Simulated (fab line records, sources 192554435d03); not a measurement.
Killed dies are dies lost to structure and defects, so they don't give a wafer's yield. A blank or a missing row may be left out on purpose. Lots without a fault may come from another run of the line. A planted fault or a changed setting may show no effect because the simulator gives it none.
Problem report in the 8D (eight disciplines) form, filled by code | flow n5_finfet | the parts of the form that need people (team, actions taken, sign-off) are left out

1. THE PROBLEM
killed_on_rim at N5_PASSIVATION_PROBE_49 reads a mean of 86 on 6 wafers of 2 lots; wafers without a fault read 14 with a standard deviation of 4.7. That is +15 standard deviations from the usual mean.
First seen on wafer L916.3, day 16 22:16, on prober-01. The record holds 29 wafers of 10 lots with a number at this step. Rule for "out", or "out of limits": more than 4 standard deviations from the usual mean. The other wafers with a number count as sound.

2. WHAT IT IS AND WHAT IT IS NOT
question                    | is                                | is not
which readings at this step | killed_on_rim, killed_at_M0_to_M3 | killed_at_M4_up, killed_at_contacts, killed_at_front_end, killed_at_other, killed_open, sort_bin_5_function, sort_bin_6_memory, sort_bin_8_speed
which lots                  | L916, L918                        | L899, L900, L904, L905, L906, L908, L909, L920
which wafers of those lots  | all that have a number            | -
read on which tools         | prober-01, prober-02              | -
when                        | from day 16 22:16                 | up to then (20 sound wafers); but 3 sound wafers of L920 came after

3. SUSPECTS, AND WHAT RULES EACH OUT
Counting: a tool at a process step up to the reading stays a suspect if it ran every lot that is out and no sound lot after the first of them.
- pecvd-01 at N5_BEOL_M0_SAQP_PECVD_97 (deposits SiNx from SiH4/NH3/N2, target thk 23 nm, time 19.9 s): kept. It ran every lot that is out, first L916 (day 10 07:03), and no sound lot after that; its last sound lot up to then is L908 (day 8 07:36).
- rie_diel-01 at N5_PASSIVATION_DESCUM_46 (chemistry O2, time 7.9 s): kept. It ran every lot that is out, first L916 (day 16 19:07), and no sound lot after that.
Left after counting: pecvd-01 at N5_BEOL_M0_SAQP_PECVD_97, rie_diel-01 at N5_PASSIVATION_DESCUM_46.

4. THE CAUSE (what the simulator had put in)
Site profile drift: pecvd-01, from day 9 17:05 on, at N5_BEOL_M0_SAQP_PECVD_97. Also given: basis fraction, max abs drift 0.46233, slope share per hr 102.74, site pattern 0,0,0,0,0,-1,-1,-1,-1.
Counting left 2 suspects, and this tool is among them.

5. THE CHAIN OF EFFECTS, in route order
Each row: a reading whose mean over the struck wafers that have a number lies more than 3 standard deviations from the usual. Only readings for which the record gives a usual standard deviation are gone through. hours: the time from each lot's start at the first step in this table that gives one to its start at this step, as a median over the lots. sigmas: the change in usual standard deviations.
hours | step                    | reading              | usual  | on struck wafers | change | sigmas
0     | N5_PASSIVATION_PROBE_49 | defect_limited_yield | 91.0 % | 84.2             | -6.8   | -4.6
0     | N5_PASSIVATION_PROBE_49 | killed_at_M0_to_M3   | 35     | 122              | +87    | +7.9
0     | N5_PASSIVATION_PROBE_49 | killed_dies          | 106    | 187              | +81    | +4.5
0     | N5_PASSIVATION_PROBE_49 | killed_on_rim        | 14     | 86               | +72    | +15
0     | N5_PASSIVATION_PROBE_49 | sort_n_pass          | 1074   | 993              | -81    | -4.5
0     | N5_PASSIVATION_PROBE_49 | sort_yield_pct       | 91.0 % | 84.2             | -6.8   | -4.6
The process steps in it:
- N5_PASSIVATION_PROBE_49
Later measuring or inspecting steps at which every struck wafer that the step has a row for has a number for every such reading, and none has moved that far: N5_PASSIVATION_INSPECT_57.

6. WHAT WOULD HAVE CAUGHT IT SOONER
In this record the first reading out of limits was taken at day 16 22:16, 173 hours after the fault began at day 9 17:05.
Of the tool readings at N5_BEOL_M0_SAQP_PECVD_97 for which the record gives a usual standard deviation, none was out on any struck wafer, so an alarm limit of 4 standard deviations on them would not have fired.
All the lots that are out (2) had begun N5_BEOL_M0_SAQP_PECVD_97 on pecvd-01 by day 16 22:16. A hold on the tool at that time would have spared none of them.
